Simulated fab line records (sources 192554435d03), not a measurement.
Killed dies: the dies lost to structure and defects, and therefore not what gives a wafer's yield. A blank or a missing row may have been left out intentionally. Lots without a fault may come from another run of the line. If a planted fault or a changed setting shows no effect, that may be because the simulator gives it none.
Chamber matching || flow n5 finfet || N5_BEOL_M2_ETCH_64 on rie diel-06 has 4 sister chambers
The step etches SOC in N2/H2, target depth 75 nm, overetch 22.5 nm, time 121.9 s. 16 wafers are shown with their chamber, then 8 later ones without.

== WAFERS, EACH WITH ITS CHAMBER ==
{"wafer": "L085.2", "chamber": 1, "throttle valve pct (%)": 17.75, "oes product au (a.u.)": 0.67, "showerhead plenum p Torr (Torr)": 2.60}
{"wafer": "L085.3", "chamber": 2, "throttle valve pct (%)": 17.75, "oes product au (a.u.)": 0.63, "showerhead plenum p Torr (Torr)": 2.48}
{"wafer": "L085.4", "chamber": 0, "throttle valve pct (%)": 17.85, "oes product au (a.u.)": 0.53, "showerhead plenum p Torr (Torr)": 2.52}
{"wafer": "L087.2", "chamber": 3, "throttle valve pct (%)": 18.10, "oes product au (a.u.)": 0.55, "showerhead plenum p Torr (Torr)": 2.52}
{"wafer": "L087.3", "chamber": 1, "throttle valve pct (%)": 17.74, "oes product au (a.u.)": 0.68, "showerhead plenum p Torr (Torr)": 2.60}
{"wafer": "L087.6", "chamber": 2, "throttle valve pct (%)": 17.75, "oes product au (a.u.)": 0.64, "showerhead plenum p Torr (Torr)": 2.48}
{"wafer": "L088.1", "chamber": 3, "throttle valve pct (%)": 18.12, "oes product au (a.u.)": 0.54, "showerhead plenum p Torr (Torr)": 2.52}
{"wafer": "L088.3", "chamber": 1, "throttle valve pct (%)": 17.74, "oes product au (a.u.)": 0.68, "showerhead plenum p Torr (Torr)": 2.60}
{"wafer": "L088.4", "chamber": 2, "throttle valve pct (%)": 17.76, "oes product au (a.u.)": 0.63, "showerhead plenum p Torr (Torr)": 2.48}
{"wafer": "L091.2", "chamber": 1, "throttle valve pct (%)": 17.76, "oes product au (a.u.)": 0.67, "showerhead plenum p Torr (Torr)": 2.59}
{"wafer": "L091.5", "chamber": 0, "throttle valve pct (%)": 17.87, "oes product au (a.u.)": 0.53, "showerhead plenum p Torr (Torr)": 2.51}
{"wafer": "L091.6", "chamber": 1, "throttle valve pct (%)": 17.74, "oes product au (a.u.)": 0.67, "showerhead plenum p Torr (Torr)": 2.59}
{"wafer": "L090.2", "chamber": 2, "throttle valve pct (%)": 17.80, "oes product au (a.u.)": 0.62, "showerhead plenum p Torr (Torr)": 2.47}
{"wafer": "L090.5", "chamber": 3, "throttle valve pct (%)": 18.13, "oes product au (a.u.)": 0.53, "showerhead plenum p Torr (Torr)": 2.51}
{"wafer": "L090.6", "chamber": 0, "throttle valve pct (%)": 17.87, "oes product au (a.u.)": 0.53, "showerhead plenum p Torr (Torr)": 2.51}
{"wafer": "L092.1", "chamber": 2, "throttle valve pct (%)": 17.78, "oes product au (a.u.)": 0.61, "showerhead plenum p Torr (Torr)": 2.47}

SIGNATURES, as means of the wafers listed above
{"reading": "throttle valve pct", "chamber 0": 17.8633, "chamber 1": 17.7460, "chamber 2": 17.7680, "chamber 3": 18.1167, "scatter within a chamber": 0.0156}
{"reading": "oes product au", "chamber 0": 0.5300, "chamber 1": 0.6740, "chamber 2": 0.6260, "chamber 3": 0.5400, "scatter within a chamber": 0.00837}
{"reading": "showerhead plenum p Torr", "chamber 0": 2.5133, "chamber 1": 2.5960, "chamber 2": 2.4760, "chamber 3": 2.5167, "scatter within a chamber": 0.00558}
Rule: for a wafer and a chamber, the distance is found by dividing, reading by reading, the gap between the wafer's reading and the chamber's mean by the reading's scatter, squaring, summing and taking the root. If the next closest chamber is less than 2 further off than the closest, the wafer can't be placed; otherwise it belongs to the closest. The scatter: take each reading less its chamber's mean, square it, sum over the shown wafers, divide by the number of wafers less the number of chambers, and take the root.

== WAFERS WITHOUT THEIR CHAMBER ==
{"wafer": "L092.4", "throttle valve pct (%)": 17.78, "oes product au (a.u.)": 0.62, "showerhead plenum p Torr (Torr)": 2.47}
{"wafer": "L092.6", "throttle valve pct (%)": 17.88, "oes product au (a.u.)": 0.53, "showerhead plenum p Torr (Torr)": 2.51}
{"wafer": "L093.3", "throttle valve pct (%)": 17.69, "oes product au (a.u.)": 0.78, "showerhead plenum p Torr (Torr)": 2.51}
{"wafer": "L093.4", "throttle valve pct (%)": 17.91, "oes product au (a.u.)": 0.52, "showerhead plenum p Torr (Torr)": 2.51}
{"wafer": "L093.6", "throttle valve pct (%)": 17.69, "oes product au (a.u.)": 0.78, "showerhead plenum p Torr (Torr)": 2.51}
{"wafer": "L095.1", "throttle valve pct (%)": 17.75, "oes product au (a.u.)": 0.65, "showerhead plenum p Torr (Torr)": 2.59}
{"wafer": "L095.2", "throttle valve pct (%)": 17.68, "oes product au (a.u.)": 0.77, "showerhead plenum p Torr (Torr)": 2.51}
{"wafer": "L095.4", "throttle valve pct (%)": 17.91, "oes product au (a.u.)": 0.53, "showerhead plenum p Torr (Torr)": 2.51}

== WHICH CHAMBER EACH ONE RAN IN ==
{"wafer": "L092.4", "from the rows above": 2, "in truth": 2}
{"wafer": "L092.6", "from the rows above": 0, "in truth": 0}
{"wafer": "L093.3", "from the rows above": "can't be placed: 2 or 1", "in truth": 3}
{"wafer": "L093.4", "from the rows above": 0, "in truth": 0}
{"wafer": "L093.6", "from the rows above": "can't be placed: 2 or 1", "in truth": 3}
{"wafer": "L095.1", "from the rows above": 1, "in truth": 1}
{"wafer": "L095.2", "from the rows above": "can't be placed: 2 or 1", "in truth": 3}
{"wafer": "L095.4", "from the rows above": 0, "in truth": 0}
5 of 8 placed correctly. Unplaceable from these rows: 3, with the true chamber sitting among the candidates in 0. Number placed wrongly: 0.
